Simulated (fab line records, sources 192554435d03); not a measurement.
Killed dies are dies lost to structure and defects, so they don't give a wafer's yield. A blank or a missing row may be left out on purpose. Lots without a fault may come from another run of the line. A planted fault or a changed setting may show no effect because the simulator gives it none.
Chamber matching | flow n5_finfet | N5_BEOL_M9_DESCUM_33 on rie_diel-06: 4 sister chambers
The step chemistry O2, time 7 s. 4 wafers are shown with their chamber, then 12 later ones without.

WAFERS WITH THEIR CHAMBER
wafer  | chamber | showerhead_plenum_p_Torr (Torr)
L086.5 | 1       | 1.93
L087.3 | 0       | 2.18
L087.4 | 2       | 1.99
L087.6 | 3       | 2.22

WAFERS WITHOUT THEIR CHAMBER
wafer  | showerhead_plenum_p_Torr (Torr)
L094.1 | 1.99
L094.4 | 2.21
L094.6 | 2.21
L095.2 | 2.17
L095.3 | 1.93
L095.6 | 1.93
L096.1 | 2.17
L096.2 | 2.21
L096.3 | 1.93
L096.4 | 1.99
L096.5 | 1.92
L096.6 | 1.99

WHICH CHAMBER EACH WENT THROUGH
wafer  | from the rows above | in truth
L094.1 | 2                   | 2
L094.4 | 3                   | 3
L094.6 | 3                   | 3
L095.2 | 0                   | 0
L095.3 | 1                   | 1
L095.6 | 1                   | 1
L096.1 | 0                   | 0
L096.2 | 3                   | 3
L096.3 | 1                   | 1
L096.4 | 2                   | 2
L096.5 | 1                   | 1
L096.6 | 2                   | 2
Placed correctly: 12 of 12. Can't be placed from these rows: 0. Placed wrongly: 0.
How it was worked out, from the rows above alone: a wafer's distance from a chamber is the root of the sum, over the readings, of the square of ((its reading less the chamber's mean) divided by the reading's scatter). The wafer belongs to the nearest chamber; if the next one is less than 2 further off, it can't be placed. A chamber's mean is the mean of its shown wafers. The scatter: with one shown wafer a chamber, the root of the mean of the squares of how far each hidden wafer lies from its nearest shown one.
